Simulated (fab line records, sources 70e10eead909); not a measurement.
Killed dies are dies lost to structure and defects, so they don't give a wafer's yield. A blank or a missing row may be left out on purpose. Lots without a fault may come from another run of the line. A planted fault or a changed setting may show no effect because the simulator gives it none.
Chamber matching | flow nand_harc | NHARC_A_SGD_CUT_CMP_21 on cmp-04: 4 sister chambers
The step polishes, target thk 148.19 nm. 7 wafers are shown with their chamber, then 8 later ones without.

WAFERS WITH THEIR CHAMBER
wafer  | chamber | motor_current_A (A) | retaining_ring_pressure_frac
L078.1 | 0       | 11.4                | 1.011
L078.6 | 0       | 11.5                | 1.008
L076.1 | 2       | 13.4                | 1.000
L085.1 | 3       | 12.2                | 0.997
L085.2 | 1       | 11.1                | 1.001
L085.6 | 3       | 12.1                | 0.999
L088.1 | 1       | 11.4                | 0.993

WAFERS WITHOUT THEIR CHAMBER
wafer  | motor_current_A (A) | retaining_ring_pressure_frac
L088.2 | 12.4                | 1.004
L088.4 | 13.8                | 1.006
L095.2 | 12.8                | 1.000
L095.4 | 11.6                | 1.000
L095.5 | 11.6                | 0.999
L091.4 | 11.9                | 1.012
L091.5 | 11.7                | 1.009
L091.6 | 11.9                | 1.000

WHICH CHAMBER EACH WENT THROUGH
wafer  | from the rows above          | in truth
L088.2 | 3                            | 3
L088.4 | 2                            | 2
L095.2 | can't be placed: 2 or 3      | 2
L095.4 | can't be placed: 1 or 0 or 3 | 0
L095.5 | can't be placed: 1 or 0 or 3 | 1
L091.4 | can't be placed: 0 or 3      | 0
L091.5 | 0                            | 0
L091.6 | 3                            | 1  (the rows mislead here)
Placed correctly: 3 of 8. Can't be placed from these rows: 4 (the true chamber is among the candidates in 4). Placed wrongly: 1.
How it was worked out, from the rows above alone: a wafer's distance from a chamber is the root of the sum, over the readings, of the square of ((its reading less the chamber's mean) divided by the reading's scatter). The wafer belongs to the nearest chamber; if the next one is less than 2 further off, it can't be placed. A chamber's mean is the mean of its shown wafers. The scatter: the root of (the sum of the squares of (reading less its chamber's mean) over the shown wafers, divided by (wafers less chambers)).
